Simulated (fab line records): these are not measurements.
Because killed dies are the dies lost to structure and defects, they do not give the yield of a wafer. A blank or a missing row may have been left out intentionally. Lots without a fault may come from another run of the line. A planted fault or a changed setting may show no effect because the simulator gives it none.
8D (eight disciplines) problem report, filled in by code    flow nandHarc    the parts of the form that need people (team, actions taken, sign-off) are left out

## 1. PROBLEM STATEMENT
runLengthS at NHARC_THIN_TSV_ETCH_59 reads a mean of 191.0 s on 1 wafer of 1 lot; wafers without a fault read 159.5 s with a standard deviation of 0.46. That puts it +68 standard deviations away from the usual mean.
The step: etches the open film in Cl2/BCl3, target depth 880 nm, time 138.1 s.
The first sign was on wafer L712.3 at day 24 09:59, on rieMetal-03. Wafers with a number at this step in the record: 33, from 11 lots. By rule, "out" or "out of limits" means more than 4 standard deviations away from the usual mean. Any other wafer with a number is counted as sound.

## 2. WHAT IT IS; WHAT IT IS NOT
question                     is                 is not
which readings at this step  runLengthS         drypumpMotorCurrentA, oesProductAu, throttleValvePct
which lots                   L712               L693, L694, L696, L699, L700, L703, L706, L709, L715, L716
which wafers of those lots   L712.3             L712.2, L712.5
read on which tools          rieMetal-03        rieMetal-01, rieMetal-02
when                         from day 24 09:59  up to then (29 sound wafers); but 3 sound wafers of L716 came after

## 3. THE SUSPECTS, EACH WITH WHAT RULES IT OUT
Counting: any tool at a process step up to the reading remains a suspect provided it ran every lot that is out. Sound lots after the first of them don't rule it out here, since some wafers of a struck lot are sound.
- rieDiel-05 at NHARC_A_BONDPAD_ETCH_24 (etches the open film in CF4/N2, target depth 30 nm, time 72.99 s): kept. The lot that is out, L712, ran on it at day 24 07:44; the last sound lot it ran before that was L715, at day 24 05:04. With no start given for some of its lots, NHARC_A_BONDPAD_ETCH_24 uses the hours and lot order of NHARC_THIN_TSV_ANNEAL_52.
- pvdSputter-02 at NHARC_THIN_TSV_PVD_19 (deposits TaN, target thk 20 nm): kept. The lot that is out, L712, ran on it at day 24 07:44; the last sound lot it ran before that was L693, at day 19 14:00. With no start given for some of its lots, NHARC_THIN_TSV_PVD_19 uses the hours and lot order of NHARC_THIN_TSV_ANNEAL_52.
- rtpAnneal-02 at NHARC_THIN_TSV_ANNEAL_52 (time 90 s): kept. The lot that is out, L712, ran on it at day 24 07:44; the last sound lot it ran before that was L715, at day 24 05:04.
- rieMetal-03 at NHARC_THIN_TSV_ETCH_59 (etches the open film in Cl2/BCl3, target depth 880 nm, time 138.1 s): kept. The lot that is out, L712, ran on it at day 24 09:59; the last sound lot it ran before that was L706, at day 23 10:28. Its own readings are out on those wafers: runLengthS.
- rieDiel-05, NHARC_A_BONDPAD_ETCH_24: wafers that are out in chamber 3, sound lot-mates in chambers 0, 1.
- Within rieMetal-03 at NHARC_THIN_TSV_ETCH_59, the wafers that are out were processed in chamber 1 and their sound lot-mates in chamber 0.
Left after counting: rieDiel-05 at NHARC_A_BONDPAD_ETCH_24, pvdSputter-02 at NHARC_THIN_TSV_PVD_19, rtpAnneal-02 at NHARC_THIN_TSV_ANNEAL_52, rieMetal-03 at NHARC_THIN_TSV_ETCH_59.

## 4. THE CAUSE (what the simulator had put in)
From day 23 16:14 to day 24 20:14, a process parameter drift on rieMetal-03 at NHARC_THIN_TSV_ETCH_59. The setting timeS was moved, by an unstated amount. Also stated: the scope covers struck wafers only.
4 suspects survive the count, and this tool is in that group.

## 5. THE EFFECT CHAIN, in route order
One row per reading whose mean, taken over the struck wafers that have a number, lies over 3 standard deviations from the usual. Only readings whose record carries a usual standard deviation are examined. hours: median over the lots of the time between each lot's start at the first step of this table that gives one and its start at this step. sigmas: the change, counted in usual standard deviations.
hours  step                    reading     usual    on struck wafers  change  sigmas
0      NHARC_THIN_TSV_ETCH_59  runLengthS  159.5 s  191.0             +31.5   +68
The process steps in it:
- NHARC_THIN_TSV_ETCH_59: etches the open film in Cl2/BCl3, target depth 880 nm, time 138.1 s.

## 6. HOW IT WOULD HAVE BEEN CAUGHT EARLIER
In this record the first reading out of limits was taken at day 24 09:59, 18 hours after the fault began at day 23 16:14.
